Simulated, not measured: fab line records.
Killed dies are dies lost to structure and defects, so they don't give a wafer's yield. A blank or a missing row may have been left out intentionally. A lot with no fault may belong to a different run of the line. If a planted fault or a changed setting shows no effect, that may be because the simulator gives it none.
8D (eight disciplines) problem report, filled in by code | flow n5 finfet | the parts of the form that need people (team, actions taken, sign-off) are left out

## 1. THE PROBLEM
At N5_MIM_BOT_SPUTTER_00, chamber pressure pa averages 0.5190 Pa over 2 wafers from 2 lots, while fault-free wafers read 0.5000 Pa, standard deviation 0.0011. That puts it +17 standard deviations away from the usual mean.
The step: material TiN, target thk 35 nm, time 89.7 s.
The first sign was on wafer L409.4 at day 16 07:27, on pvd sputter-03. The record has a number at this step for 18 wafers belonging to 6 lots. Rule for "out", or "out of limits": more than 4 standard deviations from the usual mean. The rest of the wafers with a number are treated as sound.

## 2. WHAT THIS IS AND IS NOT
question                    | is                  | is not
which readings at this step | chamber pressure pa | throttle valve pct
which lots                  | L409, L410          | L397, L398, L413, L415
which wafers of those lots  | L409.4, L410.1      | L409.1, L409.3, L410.2, L410.3
read on which tools         | pvd sputter-03      | pvd sputter-01, pvd sputter-02
when                        | from day 16 07:27   | up to then (8 sound wafers); but 8 sound wafers of L410, L413, L415 came after

## 3. SUSPECTS, AND WHAT RULES EACH OUT
Counting: any tool at a process step up to the reading remains a suspect provided it ran every lot that is out. Sound lots after the first of them don't rule it out here, since some wafers of a struck lot are sound.
- rtp anneal-02 at N5_BEOL_M15_ANNEAL_48 (time 90 s): kept. Every lot that is out went through it, the first being L409 (day 16 01:28); the last sound lot it ran before that was L398 (day 12 17:56).
- pecvd-01 at N5_PASSIVATION_PECVD_00 (deposits SiO2 from SiH4/N2O, target thk 200 nm, time 11.2 s): kept. It ran every lot that is out, first L409 (day 16 03:13).
- pvd sputter-03 at N5_MIM_BOT_DEGAS_01 (time 60 s): kept. Every lot that is out went through it, the first being L409 (day 16 07:25); the last sound lot it ran before that was L397 (day 12 09:16).
- pvd sputter-03 at N5_MIM_BOT_SPUTTER_00 (material TiN, target thk 35 nm, time 89.7 s): kept. Every lot that is out went through it, the first being L409 (day 16 07:27); the last sound lot it ran before that was L397 (day 12 09:19). Out on those wafers are its own readings of chamber pressure pa.
Left after counting: rtp anneal-02 at N5_BEOL_M15_ANNEAL_48, pecvd-01 at N5_PASSIVATION_PECVD_00, pvd sputter-03 at N5_MIM_BOT_DEGAS_01, pvd sputter-03 at N5_MIM_BOT_SPUTTER_00.

## 4. THE CAUSE (what the simulator had put in)
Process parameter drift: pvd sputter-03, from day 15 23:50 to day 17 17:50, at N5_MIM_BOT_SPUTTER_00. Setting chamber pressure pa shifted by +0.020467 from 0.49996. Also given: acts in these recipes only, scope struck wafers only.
Counting left 4 suspects, and this tool is among them.

## 5. THE EFFECT CHAIN, in route order
Each row: a reading whose mean over the struck wafers that have a number lies more than 3 standard deviations from the usual. Only readings for which the record gives a usual standard deviation are gone through. hours: the time from each lot's start at the first step in this table that gives one to its start at this step, as a median over the lots. sigmas: the change in usual standard deviations.
hours | step                  | reading             | usual     | on struck wafers | change  | sigmas
0     | N5_MIM_BOT_SPUTTER_00 | chamber pressure pa | 0.5000 Pa | 0.5190           | +0.0190 | +17
The process steps in it:
- N5_MIM_BOT_SPUTTER_00: material TiN, target thk 35 nm, time 89.7 s.

## 6. HOW IT WOULD HAVE BEEN CAUGHT EARLIER
In this record no reading fell out of limits until day 16 07:27, 8 hours after the fault had begun at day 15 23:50.
